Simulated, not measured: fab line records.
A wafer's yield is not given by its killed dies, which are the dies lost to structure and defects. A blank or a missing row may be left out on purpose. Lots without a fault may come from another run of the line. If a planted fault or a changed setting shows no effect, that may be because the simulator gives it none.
Chamber matching / flow n5_finfet / 4 sister chambers for N5_SD_EPI_N_DESCUM_14 on rie_diel-03
The step chemistry O2, time 7.9 s. 4 wafers are shown with their chamber, then 9 later ones without.

## WAFERS WITH THEIR CHAMBER
wafer=L087.5; chamber=2; showerhead_plenum_p_Torr (Torr)=2.01
wafer=L089.1; chamber=0; showerhead_plenum_p_Torr (Torr)=1.96
wafer=L089.2; chamber=3; showerhead_plenum_p_Torr (Torr)=2.10
wafer=L089.4; chamber=1; showerhead_plenum_p_Torr (Torr)=2.21

## WAFERS WITH NO CHAMBER GIVEN
wafer=L090.1; showerhead_plenum_p_Torr (Torr)=2.10
wafer=L090.4; showerhead_plenum_p_Torr (Torr)=2.10
wafer=L090.6; showerhead_plenum_p_Torr (Torr)=2.00
wafer=L092.2; showerhead_plenum_p_Torr (Torr)=2.00
wafer=L092.3; showerhead_plenum_p_Torr (Torr)=2.21
wafer=L092.5; showerhead_plenum_p_Torr (Torr)=2.00
wafer=L094.3; showerhead_plenum_p_Torr (Torr)=2.09
wafer=L094.4; showerhead_plenum_p_Torr (Torr)=2.21
wafer=L094.5; showerhead_plenum_p_Torr (Torr)=2.21

## WHICH CHAMBER EACH ONE RAN IN
wafer=L090.1; from the rows above=3; in truth=3
wafer=L090.4; from the rows above=3; in truth=3
wafer=L090.6; from the rows above=2; in truth=2
wafer=L092.2; from the rows above=2; in truth=2
wafer=L092.3; from the rows above=1; in truth=1
wafer=L092.5; from the rows above=2; in truth=2
wafer=L094.3; from the rows above=3; in truth=3
wafer=L094.4; from the rows above=1; in truth=1
wafer=L094.5; from the rows above=1; in truth=1
Correctly placed: 9 of 9. Can't be placed from these rows: 0. 0 placed wrongly.
How it was worked out, from the rows above alone: a wafer's distance from a chamber is the root of the sum, over the readings, of the square of ((its reading less the chamber's mean) divided by the reading's scatter). If the next closest chamber is less than 2 further off than the closest, the wafer can't be placed; otherwise it belongs to the closest. A chamber's mean is the mean of its shown wafers. The scatter (one wafer shown for each chamber): square how far every hidden wafer sits from the nearest shown wafer, average those squares and take the square root.
